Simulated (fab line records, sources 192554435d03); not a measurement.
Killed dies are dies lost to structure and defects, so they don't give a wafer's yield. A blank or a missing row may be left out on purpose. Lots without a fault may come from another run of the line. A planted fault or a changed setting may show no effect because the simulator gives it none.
Which tool did it? | flow n5_finfet | 9 lots, 27 wafers sampled, at 5 steps of a route of 1938

WHAT THE GAUGES READ, wafer by wafer
N5_BEOL_M4_RC_MEAS_101. Usual: DIBL_N 36.3 mV/V, standard deviation 1.1; DIBL_P 36.3 mV/V, standard deviation 1.4; IOFF_N 0.155 nA/um, standard deviation 0.019; IOFF_P 0.211 nA/um, standard deviation 0.027; ION_N 672 uA/um, standard deviation 8.5; ION_P 462 uA/um, standard deviation 5.8; SS_N 71.5 mV/dec, standard deviation 0.56; SS_P 73.3 mV/dec, standard deviation 0.52; VT_N 249.9 mV, standard deviation 2.5; VT_P -249.8 mV, standard deviation 2.8.
lot  | measured     | on        | DIBL_N (mV/V)  | DIBL_P (mV/V)  | IOFF_N (nA/um)    | IOFF_P (nA/um)    | ION_N (uA/um) | ION_P (uA/um) | SS_N (mV/dec)  | SS_P (mV/dec)  | VT_N (mV)         | VT_P (mV)            | flag
L754 | day 10 22:22 | prober-01 | 37.2 36.5 35.9 | 37.1 36.6 35.2 | 0.172 0.161 0.140 | 0.244 0.243 0.227 | 676 672 669   | 472 467 469   | 71.9 71.8 71.0 | 73.9 73.0 72.7 | 248.4 247.0 252.1 | -244.4 -247.3 -248.4 |
L756 | day 11 17:12 | prober-01 | 38.0 37.0 37.8 | 36.8 36.1 36.5 | 0.165 0.151 0.166 | 0.207 0.196 0.200 | 667 676 680   | 454 456 455   | 71.7 70.8 71.3 | 73.4 72.4 73.5 | 248.1 249.1 249.3 | -253.2 -252.9 -253.1 |
L757 | day 13 01:34 | prober-02 | 36.7 37.7 36.1 | 37.0 37.7 34.9 | 0.177 0.182 0.156 | 0.217 0.223 0.183 | 689 677 670   | 466 459 456   | 71.6 72.3 71.0 | 74.0 73.2 73.2 | 250.4 245.9 249.7 | -248.3 -247.1 -251.6 |
L762 | day 14 23:47 | prober-01 | 34.7 36.8 35.3 | 33.6 35.7 34.6 | 0.137 0.175 0.146 | 0.184 0.211 0.197 | 666 667 665   | 458 453 458   | 70.4 71.2 70.7 | 72.8 73.8 73.1 | 250.3 248.7 248.0 | -251.3 -250.6 -250.7 |
L764 | day 15 19:02 | prober-02 | 36.0 34.5 36.7 | 35.6 33.9 36.1 | 0.151 0.128 0.169 | 0.238 0.210 0.253 | 667 662 682   | 468 464 467   | 71.7 70.8 71.6 | 73.2 72.8 72.9 | 248.3 253.7 245.5 | -246.1 -245.9 -243.8 |
L765 | day 17 07:19 | prober-01 | 35.9 34.9 35.3 | 36.9 36.0 36.3 | 0.156 0.146 0.161 | 0.221 0.203 0.217 | 670 679 665   | 460 467 463   | 70.8 71.2 71.5 | 73.5 73.0 72.8 | 250.6 247.6 248.6 | -248.0 -249.4 -246.2 |
L767 | day 16 16:17 | prober-01 | 36.3 36.7 35.7 | 36.6 36.6 35.8 | 0.168 0.178 0.158 | 0.226 0.231 0.221 | 687 688 690   | 470 471 471   | 71.9 71.6 71.9 | 73.7 74.1 73.8 | 247.1 243.7 247.6 | -248.9 -246.9 -246.9 |
L771 | day 16 08:40 | prober-01 | 34.9 34.3 34.9 | 37.6 36.8 36.6 | 0.168 0.150 0.157 | 0.241 0.235 0.232 | 668 673 665   | 470 472 465   | 70.4 71.7 71.8 | 73.3 73.1 72.6 | 247.3 249.5 251.7 | -247.3 -244.4 -248.7 |
L773 | day 16 04:41 | prober-02 | 37.2 38.7 37.2 | 36.6 36.8 35.6 | 0.171 0.196 0.161 | 0.241 0.250 0.223 | 678 671 674   | 467 461 464   | 72.2 72.8 71.9 | 73.7 73.2 73.3 | 251.6 246.3 247.5 | -246.2 -246.9 -249.5 |

WHICH TOOL RAN EACH LOT (tool, then ch and the chambers of the sampled wafers, then the start)
lot  | N5_BEOL_M0_SAQP_PECVD_04        | N5_BEOL_M0_SAQP_ETCH_84            | N5_BEOL_M0_SAQP_MANDREL_ETCH_20  | N5_BEOL_M0_SAQP_RECESS_114
L754 | pecvd-02 ch 0,1,2, day 6 08:47  | rie_diel-01 ch 1,2,3, day 6 09:34  | rie_si-06 ch 0,3, day 6 09:43    | vapor_etch-02 ch 0,1, day 6 10:04
L756 | pecvd-04 ch 0,1,2, day 6 22:44  | rie_diel-03 ch 0,2,3, day 7 00:02  | rie_si-02 ch 0,1,3, day 7 00:13  | vapor_etch-01 ch 0,1, day 7 00:35
L757 | pecvd-04 ch 0,2, day 7 03:40    | rie_diel-03 ch 0,1,2, day 7 04:17  | rie_si-02 ch 0,1,2, day 7 04:29  | vapor_etch-02 ch 0,1, day 7 04:52
L762 | pecvd-04 ch 1,2, day 8 12:01    | rie_diel-01 ch 0,1,2, day 8 12:40  | rie_si-02 ch 0,1,2, day 8 12:52  | vapor_etch-02 ch 0,1, day 8 13:14
L764 | pecvd-02 ch 1,2, day 8 22:55    | rie_diel-03 ch 0,1,3, day 8 23:40  | rie_si-02 ch 0,3, day 8 23:52    | vapor_etch-02 ch 0,1, day 9 00:05
L765 | pecvd-04 ch 0,1,2, day 9 04:11  | rie_diel-01 ch 0,1,2, day 9 05:23  | rie_si-04 ch 0,2,3, day 9 05:34  | vapor_etch-02 ch 0,1, day 9 05:53
L767 | pecvd-02 ch 0,1,2, day 9 15:13  | rie_diel-03 ch 1,2,3, day 9 16:07  | rie_si-04 ch 0,1,2, day 9 16:18  | vapor_etch-02 ch 0,1, day 9 17:55
L771 | pecvd-02 ch 0,1,2, day 10 15:19 | rie_diel-01 ch 0,2,3, day 10 15:57 | rie_si-04 ch 2,3, day 10 16:05   | vapor_etch-01 ch 0,1, day 10 16:26
L773 | pecvd-02 ch 0,1,2, day 11 09:25 | rie_diel-01 ch 0,1,2, day 11 10:23 | rie_si-02 ch 0,2,3, day 11 10:34 | vapor_etch-02 ch 0,1, day 11 10:56
- N5_BEOL_M0_SAQP_PECVD_04: deposits a-Si from SiH4/He, target thk 60 nm, time 60.2 s.
- N5_BEOL_M0_SAQP_ETCH_84: etches SOC in N2/H2, target depth 100 nm, overetch 20 nm, time 150 s.
- N5_BEOL_M0_SAQP_MANDREL_ETCH_20: etches a-Si in HBr/Cl2, stops on SiNx, target depth 60 nm, bt time 10 s, time 30 s.
- N5_BEOL_M0_SAQP_RECESS_114: chemistry HF/NH3, target SiO2, target depth 14.4 nm, afs cycles 3, sublimation time 60 s.

WHAT THE TOOLS THEMSELVES READ (means of the sampled wafers that have a number; where no wafer has one, the mark that the record gives instead)
N5_BEOL_M0_SAQP_PECVD_04. Usual: chamber_pressure_Torr 3.000 Torr, standard deviation 0.0068; heater_power_w 572 W, standard deviation 54; showerhead_plenum_p_Torr 5.65 Torr, standard deviation 0.039; throttle_valve_pct 18.0 %, standard deviation 0.57.
lot  | tool     | chamber_pressure_Torr (Torr) | heater_power_w (W) | showerhead_plenum_p_Torr (Torr) | throttle_valve_pct (%) | flag
L754 | pecvd-02 | 2.997                        | 585                | 5.66                            | 17.9                   |
L756 | pecvd-04 | 3.002                        | 557                | 5.65                            | 18.0                   |
L757 | pecvd-04 | 2.998                        | 548                | 5.62                            | 18.1                   |
L762 | pecvd-04 | 2.997                        | 503                | 5.66                            | 17.7                   |
L764 | pecvd-02 | 3.002                        | 556                | 5.62                            | 17.8                   |
L765 | pecvd-04 | 3.002                        | 544                | 5.65                            | 18.2                   |
L767 | pecvd-02 | 2.998                        | 599                | 5.65                            | 18.0                   |
L771 | pecvd-02 | 3.007                        | 595                | 5.65                            | 18.0                   |
L773 | pecvd-02 | 3.011                        | 590                | 5.66                            | 18.1                   |

N5_BEOL_M0_SAQP_ETCH_84. Usual: drypump_motor_current_A 5.8 A, standard deviation 0.35; oes_product_au 0.73 a.u., standard deviation 0.067; rf_vpp_V 523.6 V, standard deviation 2.2; showerhead_plenum_p_Torr 2.53 Torr, standard deviation 0.077; throttle_valve_pct 17.79 %, standard deviation 0.17.
lot  | tool        | drypump_motor_current_A (A) | oes_product_au (a.u.) | rf_vpp_V (V) | showerhead_plenum_p_Torr (Torr) | throttle_valve_pct (%) | flag
L754 | rie_diel-01 | 5.8                         | 0.76                  | 523.5        | 2.53                            | 17.93                  |
L756 | rie_diel-03 | 6.0                         | 0.77                  | 523.2        | 2.51                            | 17.73                  |
L757 | rie_diel-03 | 5.7                         | 0.73                  | 524.9        | 2.57                            | 17.79                  |
L762 | rie_diel-01 | 5.6                         | 0.73                  | 522.8        | 2.49                            | 18.00                  |
L764 | rie_diel-03 | 5.8                         | 0.71                  | 523.0        | 2.52                            | 17.73                  |
L765 | rie_diel-01 | 5.6                         | 0.73                  | 522.9        | 2.49                            | 18.00                  |
L767 | rie_diel-03 | 5.8                         | 0.70                  | 524.1        | 2.55                            | 17.71                  |
L771 | rie_diel-01 | 5.7                         | 0.76                  | 524.6        | 2.55                            | 17.83                  |
L773 | rie_diel-01 | 5.6                         | 0.79                  | 524.2        | 2.59                            | 17.89                  |

N5_BEOL_M0_SAQP_MANDREL_ETCH_20. Usual: drypump_motor_current_A 5.5 A, standard deviation 0.43; oes_product_au 0.778 a.u., standard deviation 0.014; throttle_valve_pct 35.26 %, standard deviation 0.2.
lot  | tool      | drypump_motor_current_A (A) | oes_product_au (a.u.) | throttle_valve_pct (%) | flag
L754 | rie_si-06 | 5.8                         | 0.780                 | 35.45                  |
L756 | rie_si-02 | 5.4                         | 0.777                 | 35.33                  |
L757 | rie_si-02 | 5.7                         | 0.781                 | 35.19                  |
L762 | rie_si-02 | 5.7                         | 0.689                 | 35.35                  | OFF
L764 | rie_si-02 | 5.2                         | 0.688                 | 35.60                  | OFF
L765 | rie_si-04 | 5.2                         | 0.776                 | 35.30                  |
L767 | rie_si-04 | 5.5                         | 0.780                 | 35.19                  |
L771 | rie_si-04 | 5.1                         | 0.790                 | 35.37                  |
L773 | rie_si-02 | 5.5                         | 0.764                 | 35.31                  |

N5_BEOL_M0_SAQP_RECESS_114. Usual: drypump_motor_current_A 5.2 A, standard deviation 0.34.
lot  | tool          | drypump_motor_current_A (A) | flag
L754 | vapor_etch-02 | 5.2                         |
L756 | vapor_etch-01 | 5.1                         |
L757 | vapor_etch-02 | 5.2                         |
L762 | vapor_etch-02 | 5.2                         |
L764 | vapor_etch-02 | 5.1                         |
L765 | vapor_etch-02 | 5.1                         |
L767 | vapor_etch-02 | 5.1                         |
L771 | vapor_etch-01 | 5.1                         |
L773 | vapor_etch-02 | 5.2                         |

THE ANSWER, worked out from the rows above alone
Rule: a lot is off if the mean of its wafers that have a number lies more than 3 standard deviations from the usual mean. A lot without any number at a reading at which 4 lots or more have one is off too. The other lots that the step has rows for count as sound. The gauges are gone through in route order, then the tools' own readings, and for those a lot's mean is taken as printed above. The first step at which some lot is off is used, and at that step the reading that is off furthest; a lot without a number counts as furthest.
Off: L762, L764, at N5_BEOL_M0_SAQP_MANDREL_ETCH_20 (oes_product_au).
A tool fits if, at that step or a process step before it, it ran every lot that is off, and no sound lot after the first of them. None of those tried fits.

WHAT THE SIMULATOR HAD PUT IN
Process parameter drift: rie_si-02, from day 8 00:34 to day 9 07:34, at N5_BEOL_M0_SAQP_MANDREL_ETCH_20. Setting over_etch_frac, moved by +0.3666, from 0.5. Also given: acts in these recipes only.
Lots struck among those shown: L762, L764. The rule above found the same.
